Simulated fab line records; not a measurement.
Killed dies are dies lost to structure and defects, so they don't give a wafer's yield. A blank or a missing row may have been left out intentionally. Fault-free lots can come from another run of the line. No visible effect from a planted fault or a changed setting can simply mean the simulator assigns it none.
fab line records | flow nand_harc | part 2 of 2: steps 5 to 6 of 6
[record] lots = 24 | wafers = 72 | last_day = 33
route steps=1302 shown A_CHANNEL_FILL_D2@613 A_STAIRCASE@669
lots that met no fault: taken from a fault-free run of the same line
start_h: hours from the record's opening day to when the first of the lot's shown wafers began | wait_h: time in hours since the lot's previous step | " same as the row above | L1.1+2: a row that stands for several wafers | - value missing, or start not given | * or withheld: withheld | < > ~ a bound
route shown NAME@n: NAME is a module with steps in the file, n the number in the route of the first one | usual: mean/standard deviation of fault-free wafers | same: alike in all rows | chamber/n: place in a boat | sites: the reading at each site | _std_site: standard deviation across them | _edge_site: inner sites' mean taken away from outer sites' mean | radius_mm: how far each site lies from the wafer's centre | mask NAME#n: copy n | behind: the tool/chamber that last shaped the wafer | hold: what put the lot on hold/how long, in hours/how the hold closed | device: whichever transistor did not switch (one of n, p or np) | end of line: tests of these same wafers at the route's end | a step without rows: its recipe alone | killed: dies that structure and defects cost at the first sort, which is not the same as the wafer's yield | map: dies across one wafer; x = killed, . = not, _ = none there
set.NAME: the setting that was run; set.NAME@STEP: the one run at that earlier step | model.NAME: the simulator's own value behind a step, which no gauge read
route steps across a sampled set of lots; one table per step, one row per wafer
services: a tool's chamber out of use, with start hour (start_h, from the record's first day; less than 0 if before it), hours out, and reason
[[steps]]
[step NHARC_A_STAIRCASE_TRIM_16]
[recipe] time_s = 211.2 | o2_flow_sccm = 500 | ar_flow_sccm = 0 | bias_w = 0 | chemistry = O2
[usual] drypump_motor_current_A = 5.5/0.31 | oes_product_au = 0.995/0.013 | rf_vpp_V = 57.8/0.99 | showerhead_plenum_p_Torr = 3.56/0.16 | throttle_valve_pct = 17.036/0.0089
lot.wafer | tool        | chamber | start_h | wait_h | drypump_motor_current_A | oes_product_au | rf_hours_counter_h | rf_vpp_V | showerhead_plenum_p_Torr | throttle_valve_pct
L075.2    | rie_diel-06 | 1       | -       | -      | 5.3                     | 0.992          | 11                 | 57.7     | 3.50                     | 17.039
L075.5    | "           | 1       | "       | "      | 5.3                     | 0.994          | -                  | 58.7     | 3.50                     | 17.040
L075.6    | "           | 2       | "       | "      | 5.4                     | 0.996          | -                  | 57.2     | 3.41                     | 17.047
L076.2    | rie_diel-06 | 2       | -       | -      | 5.4                     | 0.992          | 12                 | 56.6     | 3.41                     | 17.039
L076.5    | "           | 2       | "       | "      | 5.4                     | 0.999          | -                  | 58.6     | 3.41                     | 17.029
L076.6    | "           | 3       | "       | "      | 5.9                     | 0.989          | -                  | 58.2     | 3.59                     | 17.060
L074.4    | rie_diel-03 | 1       | -       | -      | 5.9                     | 0.983          | 28                 | 57.9     | 3.78                     | 17.037
L074.1    | "           | 0       | "       | "      | 5.2                     | 1.003          | 29                 | 58.0     | 3.29                     | 17.031
L074.6    | "           | 2       | "       | "      | 5.4                     | 1.013          | -                  | 57.4     | 3.59                     | 17.042
L079.1    | rie_diel-06 | 2       | -       | -      | 5.4                     | 0.987          | 18                 | 55.6     | 3.41                     | 17.049
L079.2    | "           | 0       | "       | "      | 5.0                     | 0.991          | 23                 | 58.7     | 3.76                     | 17.049
L079.3    | "           | 1       | "       | "      | 5.3                     | 0.981          | 21                 | 57.2     | 3.49                     | 17.031
L078.4    | rie_diel-03 | 3       | -       | -      | 5.6                     | 1.003          | 41                 | 57.0     | 3.50                     | 17.034
L078.3    | "           | 0       | "       | "      | 5.2                     | 0.994          | 39                 | 58.8     | 3.29                     | 17.040
L078.6    | "           | 3       | "       | "      | 5.7                     | 1.012          | -                  | 57.6     | 3.49                     | 17.033
L077.4    | rie_diel-03 | 3       | -       | -      | 5.6                     | 1.024          | 41                 | 57.3     | 3.49                     | 17.041
L077.2    | "           | 1       | "       | "      | 5.9                     | 1.004          | 36                 | 59.4     | 3.77                     | 17.037
L077.6    | "           | 0       | "       | "      | 5.2                     | 0.996          | -                  | 58.7     | 3.29                     | 17.036
L080.3    | rie_diel-06 | 2       | -       | -      | 5.4                     | 0.989          | 23                 | 57.6     | 3.40                     | 17.048
L080.1    | "           | 3       | "       | "      | 5.9                     | 0.993          | 25                 | 57.1     | 3.58                     | 17.046
L080.5    | "           | 1       | "       | "      | 5.3                     | 0.971          | -                  | 56.5     | 3.49                     | 17.044
L081.3    | rie_diel-03 | 2       | -       | -      | 5.4                     | 1.019          | 45                 | 58.7     | 3.58                     | 17.035
L081.2    | "           | 3       | "       | "      | 5.6                     | 1.012          | 48                 | 57.6     | 3.49                     | 17.028
L081.5    | "           | 1       | "       | "      | 5.8                     | 0.992          | -                  | 58.5     | 3.77                     | 17.046
L082.2    | rie_diel-06 | 1       | -       | -      | 5.3                     | 0.967          | 27                 | 55.6     | 3.49                     | 17.032
L082.1    | "           | 2       | "       | "      | 5.4                     | 0.986          | 25                 | 55.7     | 3.40                     | 17.038
L082.5    | "           | 1       | "       | "      | 5.2                     | 0.969          | -                  | 57.9     | 3.49                     | 17.028
L084.1    | rie_diel-06 | 0       | -       | -      | 5.0                     | 0.995          | 43                 | 59.1     | 3.75                     | 17.026
L084.3    | "           | 3       | "       | "      | 6.0                     | 0.987          | 40                 | 58.5     | 3.57                     | 17.039
L084.6    | "           | 1       | "       | "      | 5.3                     | 0.971          | -                  | 58.4     | 3.48                     | 17.034
L083.2    | rie_diel-02 | 0       | -       | -      | 5.8                     | 0.991          | 19                 | 56.4     | 3.30                     | 17.025
L083.4    | "           | 3       | "       | "      | 5.2                     | 1.013          | 17                 | 58.2     | 3.55                     | 17.052
L083.5    | "           | 0       | "       | "      | 5.8                     | 1.001          | -                  | 57.1     | 3.30                     | 17.043
L086.3    | rie_diel-03 | 3       | -       | -      | 5.6                     | 0.995          | 0                  | 58.5     | 3.48                     | 17.041
L086.4    | "           | 0       | "       | "      | 5.2                     | 0.973          | 0                  | 56.0     | 3.81                     | 17.043
L086.1    | "           | 2       | "       | "      | 5.4                     | 0.997          | 0                  | 57.8     | 3.57                     | 17.050
L085.4    | rie_diel-06 | 2       | -       | -      | 5.4                     | 0.986          | 40                 | 55.8     | 3.39                     | 17.029
L085.2    | "           | 3       | "       | "      | 6.0                     | 0.999          | 43                 | 57.2     | 3.57                     | 17.033
L085.1    | "           | 0       | "       | "      | 5.0                     | 0.990          | 46                 | 56.8     | 3.75                     | 17.041
L087.4    | rie_diel-06 | 2       | -       | -      | 5.4                     | 0.992          | 0                  | 56.1     | 3.39                     | 17.044
L087.1    | "           | 3       | "       | "      | 6.0                     | 0.981          | 0                  | 57.5     | 3.57                     | 17.033
L087.6    | "           | 0       | "       | "      | 5.0                     | 0.987          | -                  | 58.8     | 3.75                     | 17.050
L088.1    | rie_diel-02 | 2       | -       | -      | 5.9                     | 1.008          | 34                 | 58.1     | 3.63                     | 17.043
L088.2    | "           | 3       | "       | "      | 5.3                     | 1.014          | 36                 | 57.8     | 3.53                     | 17.029
L088.5    | "           | 2       | "       | "      | 5.9                     | 1.002          | -                  | 57.8     | 3.63                     | 17.048
L089.3    | rie_diel-03 | 1       | -       | -      | 5.9                     | 0.995          | 16                 | 58.7     | 3.75                     | 17.041
L089.1    | "           | 2       | "       | "      | 5.4                     | 1.015          | 14                 | 58.3     | 3.56                     | 17.042
L089.6    | "           | 1       | "       | "      | 5.8                     | 1.000          | -                  | 59.1     | 3.75                     | 17.038
L090.3    | rie_diel-06 | 3       | -       | -      | 6.0                     | 0.988          | 5                  | 58.1     | 3.57                     | 17.050
L090.2    | "           | 0       | "       | "      | 5.0                     | 0.988          | 9                  | 58.1     | 3.74                     | 17.027
L090.6    | "           | 1       | "       | "      | 5.3                     | 1.007          | -                  | 57.7     | 3.47                     | 17.037
L092.4    | rie_diel-06 | 0       | -       | -      | 5.0                     | 0.984          | 11                 | 59.2     | 3.74                     | 17.042
L092.5    | "           | 3       | "       | "      | 6.0                     | 0.987          | -                  | 57.5     | 3.56                     | 17.048
L092.6    | "           | 0       | "       | "      | 5.0                     | 0.985          | -                  | 58.8     | 3.74                     | 17.037
L091.3    | rie_diel-03 | 1       | -       | -      | 5.8                     | 0.998          | 26                 | 58.8     | 3.75                     | 17.028
L091.1    | "           | 2       | "       | "      | 5.4                     | 1.014          | 23                 | 57.9     | 3.56                     | 17.025
L091.2    | "           | 3       | "       | "      | 5.7                     | 1.007          | 17                 | 58.8     | 3.47                     | 17.040
L093.3    | rie_diel-02 | 0       | -       | -      | 5.8                     | 1.007          | 47                 | 57.3     | 3.28                     | 17.035
L093.2    | "           | 3       | "       | "      | 5.2                     | 1.007          | 50                 | 56.5     | 3.53                     | 17.026
L093.6    | "           | 0       | "       | "      | 5.8                     | 1.003          | -                  | 56.3     | 3.28                     | 17.028
L094.3    | rie_diel-02 | 0       | -       | -      | 5.8                     | 0.992          | 57                 | 56.8     | 3.28                     | 17.015
L094.4    | "           | 1       | "       | "      | 5.6                     | 1.001          | 53                 | 58.0     | 3.78                     | 17.033
L094.1    | "           | 3       | "       | "      | 5.3                     | 0.978          | 57                 | 57.3     | 3.52                     | 17.042
L096.2    | rie_diel-06 | 0       | -       | -      | 5.0                     | 0.968          | 23                 | 57.7     | 3.73                     | 17.044
L096.4    | "           | 1       | "       | "      | 5.2                     | 1.006          | 23                 | 58.7     | 3.46                     | 17.055
L096.3    | "           | 2       | "       | "      | 5.4                     | 0.996          | 22                 | 56.3     | 3.38                     | 17.030
L095.3    | rie_diel-06 | 2       | -       | -      | 5.4                     | 1.008          | 27                 | 57.5     | 3.38                     | 17.038
L095.6    | "           | 2       | "       | "      | 5.4                     | 1.006          | -                  | 57.8     | 3.38                     | 17.040
L095.5    | "           | 3       | "       | "      | 5.9                     | 0.992          | -                  | 57.3     | 3.55                     | 17.032
L097.2    | rie_diel-06 | 3       | -       | -      | 5.9                     | 0.991          | 27                 | 57.5     | 3.55                     | 17.028
L097.1    | "           | 2       | "       | "      | 5.4                     | 1.005          | 29                 | 57.9     | 3.38                     | 17.020
L097.5    | "           | 3       | "       | "      | 6.0                     | 1.001          | -                  | 59.7     | 3.55                     | 17.049
[step NHARC_A_STAIRCASE_TRIM_22]
[recipe] time_s = 211.2 | o2_flow_sccm = 500 | ar_flow_sccm = 0 | bias_w = 0 | chemistry = O2
[usual] drypump_motor_current_A = 5.5/0.3 | oes_product_au = 0.999/0.013 | rf_vpp_V = 57.9/0.91 | showerhead_plenum_p_Torr = 3.55/0.16 | throttle_valve_pct = 17.037/0.0093
lot.wafer | tool        | chamber | start_h | wait_h | drypump_motor_current_A | oes_product_au | rf_hours_counter_h | rf_vpp_V | showerhead_plenum_p_Torr | throttle_valve_pct
L075.2    | rie_diel-06 | 2       | -       | -      | 5.4                     | 0.987          | 12                 | 57.1     | 3.41                     | 17.032
L075.6    | "           | 1       | "       | "      | 5.3                     | 0.989          | -                  | 58.6     | 3.50                     | 17.041
L075.5    | "           | 2       | "       | "      | 5.4                     | 0.988          | -                  | 57.2     | 3.41                     | 17.037
L076.2    | rie_diel-02 | 2       | -       | -      | 5.9                     | 1.000          | 52                 | 57.5     | 3.66                     | 17.042
L076.5    | "           | 1       | "       | "      | 5.6                     | 0.983          | -                  | 58.4     | 3.28                     | 17.025
L076.6    | "           | 2       | "       | "      | 5.9                     | 1.012          | -                  | 58.6     | 3.66                     | 17.030
L074.1    | rie_diel-03 | 2       | -       | -      | 5.4                     | 1.010          | 29                 | 56.6     | 3.59                     | 17.046
L074.4    | "           | 3       | "       | "      | 5.6                     | 1.007          | 30                 | 58.4     | 3.50                     | 17.026
L074.6    | "           | 2       | "       | "      | 5.4                     | 1.004          | -                  | 58.1     | 3.59                     | 17.043
L079.2    | rie_diel-06 | 3       | -       | -      | 5.9                     | 0.987          | 22                 | 57.7     | 3.58                     | 17.045
L079.3    | "           | 0       | "       | "      | 5.0                     | 1.001          | 24                 | 59.1     | 3.76                     | 17.057
L079.1    | "           | 2       | "       | "      | 5.4                     | 1.002          | 19                 | 56.8     | 3.41                     | 17.030
L078.3    | rie_diel-03 | 2       | -       | -      | 5.4                     | 1.019          | 38                 | 57.7     | 3.58                     | 17.034
L078.4    | "           | 3       | "       | "      | 5.6                     | 1.016          | 41                 | 59.0     | 3.49                     | 17.027
L078.6    | "           | 2       | "       | "      | 5.4                     | 1.022          | -                  | 58.4     | 3.58                     | 17.031
L077.2    | rie_diel-06 | 1       | -       | -      | 5.3                     | 0.982          | 21                 | 57.3     | 3.49                     | 17.030
L077.4    | "           | 2       | "       | "      | 5.4                     | 0.982          | 19                 | 56.8     | 3.41                     | 17.043
L077.6    | "           | 1       | "       | "      | 5.3                     | 0.978          | -                  | 58.9     | 3.49                     | 17.051
L080.3    | rie_diel-06 | 2       | -       | -      | 5.4                     | 0.999          | 24                 | 57.5     | 3.40                     | 17.019
L080.1    | "           | 3       | "       | "      | 5.9                     | 0.984          | 26                 | 57.3     | 3.58                     | 17.047
L080.5    | "           | 2       | "       | "      | 5.4                     | 0.990          | -                  | 57.1     | 3.40                     | 17.031
L081.2    | rie_diel-02 | 2       | -       | -      | 5.9                     | 1.010          | 4                  | 57.0     | 3.65                     | 17.054
L081.3    | "           | 3       | "       | "      | 5.2                     | 1.003          | 4                  | 58.6     | 3.55                     | 17.008
L081.5    | "           | 1       | "       | "      | 5.6                     | 1.004          | -                  | 58.6     | 3.80                     | 17.042
L082.1    | rie_diel-02 | 2       | -       | -      | 5.9                     | 1.021          | 5                  | 58.2     | 3.65                     | 17.031
L082.2    | "           | 0       | "       | "      | 5.8                     | 0.998          | 6                  | 54.5     | 3.31                     | 17.042
L082.5    | "           | 2       | "       | "      | 5.9                     | 1.012          | -                  | 59.5     | 3.65                     | 17.032
L084.3    | rie_diel-06 | 3       | -       | -      | 5.9                     | 0.993          | 40                 | 57.0     | 3.57                     | 17.030
L084.1    | "           | 2       | "       | "      | 5.4                     | 0.972          | 38                 | 57.3     | 3.40                     | 17.044
L084.6    | "           | 0       | "       | "      | 5.0                     | 0.987          | -                  | 57.5     | 3.75                     | 17.029
L083.2    | rie_diel-02 | 3       | -       | -      | 5.3                     | 1.014          | 17                 | 57.9     | 3.54                     | 17.039
L083.4    | "           | 0       | "       | "      | 5.8                     | 0.986          | 19                 | 57.3     | 3.30                     | 17.043
L083.5    | "           | 0       | "       | "      | 5.8                     | 1.008          | -                  | 59.8     | 3.30                     | 17.042
L086.1    | rie_diel-03 | 3       | -       | -      | 5.6                     | 1.003          | 1                  | 58.2     | 3.48                     | 17.019
L086.4    | "           | 0       | "       | "      | 5.2                     | 0.980          | 1                  | 57.5     | 3.81                     | 17.050
L086.3    | "           | 1       | "       | "      | 5.8                     | 0.993          | 1                  | 58.0     | 3.76                     | 17.044
L085.4    | rie_diel-02 | 3       | -       | -      | 5.3                     | 1.017          | 19                 | 56.9     | 3.54                     | 17.037
L085.1    | "           | 0       | "       | "      | 5.8                     | 0.998          | 22                 | 58.0     | 3.30                     | 17.034
L085.2    | "           | 1       | "       | "      | 5.6                     | 0.993          | 20                 | 58.9     | 3.80                     | 17.040
L087.4    | rie_diel-03 | 2       | -       | -      | 5.4                     | 1.017          | 11                 | 57.3     | 3.56                     | 17.030
L087.1    | "           | 0       | "       | "      | 5.2                     | 0.978          | 8                  | 58.4     | 3.80                     | 17.041
L087.6    | "           | 2       | "       | "      | 5.4                     | 1.002          | -                  | 59.5     | 3.56                     | 17.048
L088.2    | rie_diel-02 | 0       | -       | -      | 5.8                     | 1.001          | 37                 | 57.3     | 3.29                     | 17.064
L088.1    | "           | 1       | "       | "      | 5.6                     | 1.005          | 34                 | 58.9     | 3.79                     | 17.033
L088.5    | "           | 0       | "       | "      | 5.8                     | 0.999          | -                  | 57.9     | 3.29                     | 17.038
L089.3    | rie_diel-03 | 0       | -       | -      | 5.2                     | 0.973          | 11                 | 59.0     | 3.80                     | 17.032
L089.1    | "           | 1       | "       | "      | 5.8                     | 1.000          | 16                 | 58.7     | 3.75                     | 17.036
L089.6    | "           | 2       | "       | "      | 5.4                     | 1.027          | -                  | 58.0     | 3.56                     | 17.040
L090.3    | rie_diel-06 | 1       | -       | -      | 5.3                     | 1.004          | 9                  | 58.4     | 3.47                     | 17.035
L090.2    | "           | 2       | "       | "      | 5.4                     | 1.008          | 10                 | 56.8     | 3.39                     | 17.053
L090.6    | "           | 3       | "       | "      | 6.0                     | 1.006          | -                  | 56.4     | 3.56                     | 17.030
L092.4    | rie_diel-06 | 1       | -       | -      | 5.3                     | 1.007          | 11                 | 59.0     | 3.47                     | 17.050
L092.5    | "           | 1       | "       | "      | 5.3                     | 1.011          | -                  | 56.7     | 3.47                     | 17.042
L092.6    | "           | 2       | "       | "      | 5.4                     | 0.999          | -                  | 57.8     | 3.38                     | 17.040
L091.2    | rie_diel-06 | 1       | -       | -      | 5.3                     | 0.996          | 12                 | 58.3     | 3.47                     | 17.026
L091.1    | "           | 2       | "       | "      | 5.4                     | 0.994          | 13                 | 57.3     | 3.38                     | 17.035
L091.3    | "           | 0       | "       | "      | 5.0                     | 0.993          | 12                 | 58.7     | 3.74                     | 17.051
L093.2    | rie_diel-02 | 3       | -       | -      | 5.2                     | 1.014          | 50                 | 59.2     | 3.53                     | 17.025
L093.3    | "           | 0       | "       | "      | 5.8                     | 1.004          | 48                 | 58.8     | 3.28                     | 17.049
L093.6    | "           | 0       | "       | "      | 5.8                     | 1.014          | -                  | 57.3     | 3.28                     | 17.040
L094.1    | rie_diel-02 | 1       | -       | -      | 5.6                     | 1.009          | 54                 | 59.8     | 3.78                     | 17.038
L094.4    | "           | 3       | "       | "      | 5.2                     | 0.997          | 58                 | 57.0     | 3.52                     | 17.026
L094.3    | "           | 0       | "       | "      | 5.8                     | 1.006          | 57                 | 58.9     | 3.28                     | 17.041
L096.2    | rie_diel-06 | 3       | -       | -      | 5.9                     | 0.983          | 18                 | 58.2     | 3.56                     | 17.040
L096.3    | "           | 0       | "       | "      | 5.0                     | 0.973          | 24                 | 59.1     | 3.73                     | 17.036
L096.4    | "           | 1       | "       | "      | 5.3                     | 1.015          | 23                 | 59.4     | 3.46                     | 17.027
L095.3    | rie_diel-06 | 1       | -       | -      | 5.3                     | 1.008          | 27                 | 56.6     | 3.46                     | 17.036
L095.5    | "           | 0       | "       | "      | 5.0                     | 0.971          | -                  | 56.4     | 3.73                     | 17.052
L095.6    | "           | 1       | "       | "      | 5.3                     | 1.010          | -                  | 56.9     | 3.46                     | 17.038
L097.1    | rie_diel-06 | 1       | -       | -      | 5.3                     | 1.015          | 31                 | 58.0     | 3.46                     | 17.031
L097.2    | "           | 2       | "       | "      | 5.4                     | 0.994          | 29                 | 57.2     | 3.38                     | 17.044
L097.5    | "           | 3       | "       | "      | 6.0                     | 0.987          | -                  | 57.7     | 3.55                     | 17.034
[[services]]
tool             | chamber | start_h | hours | kind
rie_diel-06      | 3       | 299.02  | 2.8   | repair
rie_diel-06      | -       | 307.39  | 9.0   | pm
rie_diel-13      | -       | 342.01  | 9.0   | pm
rie_diel-03      | 2       | 346.07  | 1.6   | repair
rie_diel-12      | 1       | 363.71  | 4.1   | repair
rie_diel-13      | 2       | 379.24  | 21.3  | repair
rie_diel-13      | 1       | 381.30  | 2.4   | repair
rie_diel-02      | 0       | 388.08  | 3.5   | repair
ald_sin_batch-01 | -       | 388.25  | 1.2   | repair
rie_diel-02      | -       | 393.70  | 9.0   | pm
ald_hk-03        | -       | 394.35  | 10.0  | pm
rie_diel-13      | 3       | 399.64  | 3.8   | repair
rie_diel-13      | 1       | 412.95  | 2.6   | repair
rie_diel-03      | 1       | 427.33  | 3.5   | repair
rie_diel-12      | -       | 445.40  | 9.0   | pm
rie_diel-03      | 0       | 481.98  | 13.0  | repair
rie_diel-06      | -       | 484.39  | 9.0   | pm
ald_sin_batch-01 | -       | 507.18  | 26.0  | pm
rie_diel-03      | 3       | 517.78  | 17.8  | repair
rie_diel-06      | 3       | 518.22  | 11.4  | repair
rie_diel-13      | -       | 519.01  | 9.0   | pm
rie_diel-13      | 3       | 548.72  | 13.0  | repair
rie_diel-02      | -       | 570.78  | 9.0   | pm
ald_hk-03        | -       | 572.35  | 10.0  | pm
